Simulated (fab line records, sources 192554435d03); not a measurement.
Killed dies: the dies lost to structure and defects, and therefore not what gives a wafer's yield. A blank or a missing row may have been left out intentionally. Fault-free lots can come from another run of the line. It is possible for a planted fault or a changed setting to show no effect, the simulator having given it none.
The same fault as seen by 2 desks || flow n5-finfet || every desk sees just its own numbers, and what lay behind them comes last

== TOOL OWNER'S DESK, ald-metal-02 ==
The tool's own readings at N5_BEOL_M11_ALD_74 (deposits TaN, target thk 2 nm, pulse time 2 s, purge time 3 s): means of the sampled wafers that have a number, for each lot that ran on this tool. The brackets show how far a lot's mean lies from the usual mean; more than 4 standard deviations puts the lot out of limits, marked OUT.
Columns: A = chamber-pressure-Torr at N5_BEOL_M11_ALD_74, usual 2.998 Torr; B = heater-power-outer-w at N5_BEOL_M11_ALD_74, usual 237 W; C = heater-power-w at N5_BEOL_M11_ALD_74, usual 422 W
{"lot": "L116", "first seen here": "day 11 02:29", "A": 3.003, "B": 250, "C": 438}
{"lot": "L118", "first seen here": "day 11 18:23", "A": 2.995, "B": 263, "C": 456}
{"lot": "L121", "first seen here": "day 11 22:46", "A": 3.001, "B": 250, "C": 441}
{"lot": "L119", "first seen here": "day 11 23:51", "A": 2.999, "B": 241, "C": 432}
{"lot": "L123", "first seen here": "day 12 18:33", "A": 3.002, "B": 227, "C": 402}
Result from this desk: across the 5 lots, nothing is out of limits.

== THE METROLOGY DESK ==
What the gauges read for every lot (on any tool): the sampled wafers with a number, averaged. The brackets show how far a lot's mean lies from the usual mean; more than 4 standard deviations puts the lot out of limits, marked OUT. 7 of its 38 readings are shown: the first one out of limits and those lying furthest out on some lot.
Columns: A = DIBL_N at N5_BEOL_M4_RC_MEAS_101, usual 35.7 mV/V; B = COMB_M11 at N5_BEOL_M15_RC_MEAS_101, usual 1.5e-11 S/m; C = COMB_M11_max_site at N5_BEOL_M15_RC_MEAS_101, usual 2.1e-11 S/m; D = COMB_M12 at N5_BEOL_M15_RC_MEAS_101, usual 7e-12 S/m; E = COMB_M5 at N5_BEOL_M15_RC_MEAS_101, usual 3.7e-11 S/m; F = SERP_M11_max_site at N5_BEOL_M15_RC_MEAS_101, usual 3.19 ohm/um; G = SERP_M5 at N5_BEOL_M15_RC_MEAS_101, usual 38.9 ohm/um
{"lot": "L116", "first seen here": "day 8 07:52", "A": 36.4, "B": 1.3e-11, "C": 1.9e-11, "D": 8e-12, "E": 3.4e-11, "F": 3.15, "G": 38.3}
{"lot": "L118", "first seen here": "day 9 02:08", "A": 34.6, "B": 1.2e-11, "C": 1.6e-11, "D": 7e-12, "E": 3.6e-11, "F": 3.24, "G": 40.8}
{"lot": "L119", "first seen here": "day 9 03:11", "A": 35.4, "B": "2.3e-10 (+70) OUT", "C": "3.5e-10 (+68) OUT", "D": 7e-12, "E": 3.6e-11, "F": 3.01, "G": 40.6}
{"lot": "L121", "first seen here": "day 9 06:25", "A": 32.8, "B": "1.5e-10 (+45) OUT", "C": "2.5e-10 (+47) OUT", "D": 8e-12, "E": 3.7e-11, "F": 3.08, "G": 39.6}
{"lot": "L123", "first seen here": "day 10 01:29", "A": 33.4, "B": "3.9e-10 (+99 or more) OUT", "C": "5.1e-10 (+99 or more) OUT", "D": 6e-12, "E": 4.3e-11, "F": 3.12, "G": 36.4}
{"lot": "L135", "first seen here": "day 12 22:20", "A": 36.0, "B": 1.3e-11, "C": 2.0e-11, "D": 7e-12, "E": 5.8e-11, "F": 3.19, "G": 43.7}
{"lot": "L136", "first seen here": "day 13 17:22", "A": 35.0, "B": 1.3e-11, "C": 2.0e-11, "D": 4e-12, "E": 2.8e-11, "F": 3.16, "G": 37.0}
Finding of this desk: L119, L121, L123 out of limits, first seen on L121 at day 12 20:56 (COMB_M11 at N5_BEOL_M15_RC_MEAS_101). L116, L118, L135, L136: within limits.

== PUT TOGETHER ==
The metrology desk could have raised an alarm at day 12 20:56, on L119, L121, L123.
Nothing out of limits was seen by the tool owner's desk.
On record at the tool owner's desk: L119, L121, L123, within its limits.
Every lot named ran N5_BEOL_M11_ALD_74 on ald-metal-02.

== WHAT THE SIMULATOR HAD PUT IN ==
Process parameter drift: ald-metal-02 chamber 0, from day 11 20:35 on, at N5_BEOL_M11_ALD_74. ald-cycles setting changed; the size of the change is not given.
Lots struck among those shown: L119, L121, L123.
Per desk, hours elapsed from the start of the fault to the first reading out of limits: for the metrology desk, 24.
